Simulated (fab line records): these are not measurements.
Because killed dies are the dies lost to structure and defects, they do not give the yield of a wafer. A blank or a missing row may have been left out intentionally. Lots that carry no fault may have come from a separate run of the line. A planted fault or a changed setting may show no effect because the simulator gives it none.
A lot that was struck, set against a sound lot | flow nand-harc | 17 steps out of a route of 1302
Sound: the wafers L487.2, L487.3, L487.6. Wafers L497.1, L497.2, L497.5 were the ones struck. Last of all comes the cause.
Per side, at each step with rows, come the tool, then ch with its chambers, and then its first start. Under that, the readings that differ: sound wafers | struck wafers | difference of the means | sigmas: that difference in standard deviations of wafers without a fault.
alike: readings with means less than 2 such deviations apart, plus words and numbers identical on both sides. not compared: withheld readings, readings lacking a value on some wafer, bounds such as >300 that could conceal the same value, and numbers that have no deviation in the record and whose values overlap.
Wherever a step has rows on one side only, a row that says differs or no value, or a row with sigmas, the two part there. Non-overlapping numbers with no deviation appear without sigmas and do not part them. A reading missing from all wafers of one side parts the sides only when that side holds two or more wafers.

NHARC_A_WL_FILL_INSPECT_15:
  sound: defect-inspect-01 at day 22 09:08; struck: defect-inspect-01 at day 26 12:05
  alike: raw-defect-count
NHARC_A_CONTACT_DEP_24: deposits SiO2, target thk 500 nm.
  sound on pecvd-02 ch 0,2, day 22 09:13; struck on pecvd-03 ch 0,2, day 26 12:13
  alike: heater-power-w, throttle-valve-pct
NHARC_A_CONTACT_DEP_28: deposits aC, target thk 7000 nm.
  sound on acl-dep-01 ch 0, day 22 11:28; struck on acl-dep-03 ch 0, day 26 13:46
  alike: throttle-valve-pct
NHARC_A_CONTACT_DEP_29: deposits SiON, target thk 100 nm.
  sound on pecvd-03 ch 0,1,2, day 22 15:03; struck on pecvd-02 ch 0,2, day 26 17:59
  alike: heater-power-w
then, 7 steps without rows for these wafers: NHARC_A_CONTACT_DEHYDRATE_32 (time 120 s); NHARC_A_CONTACT_HMDS_33 (time 30 s); NHARC_A_CONTACT_COAT_34 (time 75 s); NHARC_A_CONTACT_COAT_35 (time 65 s); NHARC_A_CONTACT_COAT_36 (resist thk 90 nm); NHARC_A_CONTACT_SOFTBAKE_37 (time 55 s); NHARC_A_CONTACT_EBR_38.
NHARC_A_CONTACT_EXPOSE_39: exposes mask A CC 3.
  sound on arfi-scanner-01 ch 0, day 22 15:31; struck on arfi-scanner-02 ch 0, day 26 18:27
  reading              | sound             | struck            | difference | sigmas
  exposure-dose-mJ-cm2 | 58.80 58.85 58.75 | 60.58 60.66 60.59 | +1.81      | +11
  alike: mask
then, 2 steps without rows for these wafers: NHARC_A_CONTACT_PEB_40 (peb time 65 s); NHARC_A_CONTACT_DEVELOP_41 (develop time 35 s).
NHARC_A_CONTACT_CD_MEAS_42: the cd target is 300 nm.
  sound on cd-sem-02 ch 0, day 22 15:39; struck on cd-sem-03 ch 0, day 26 18:35
  reading    | sound             | struck            | difference | sigmas
  cd-nm (nm) | 298.9 299.8 300.0 | 300.9 301.7 301.4 | +1.8       | +3
  not compared: hold
NHARC_A_CONTACT_OVL_MEAS_43:
  sound: overlay-01 at day 22 15:44; struck: overlay-02 at day 26 18:41
  alike: overlay-x-nm, overlay-y-nm
  not compared: hold
NHARC_END_SORT_01:
  the record has rows for the sound wafers here (prober-02 ch 0, day 25 15:02) and none for the struck ones

## WHERE THEY PART
First at NHARC_A_CONTACT_EXPOSE_39; last, within this record, at NHARC_END_SORT_01.

WHY: what had been put in by the simulator
Process parameter drift: arfi-scanner-02, from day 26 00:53 on, at NHARC_A_CONTACT_EXPOSE_39. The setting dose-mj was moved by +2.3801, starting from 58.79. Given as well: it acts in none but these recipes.
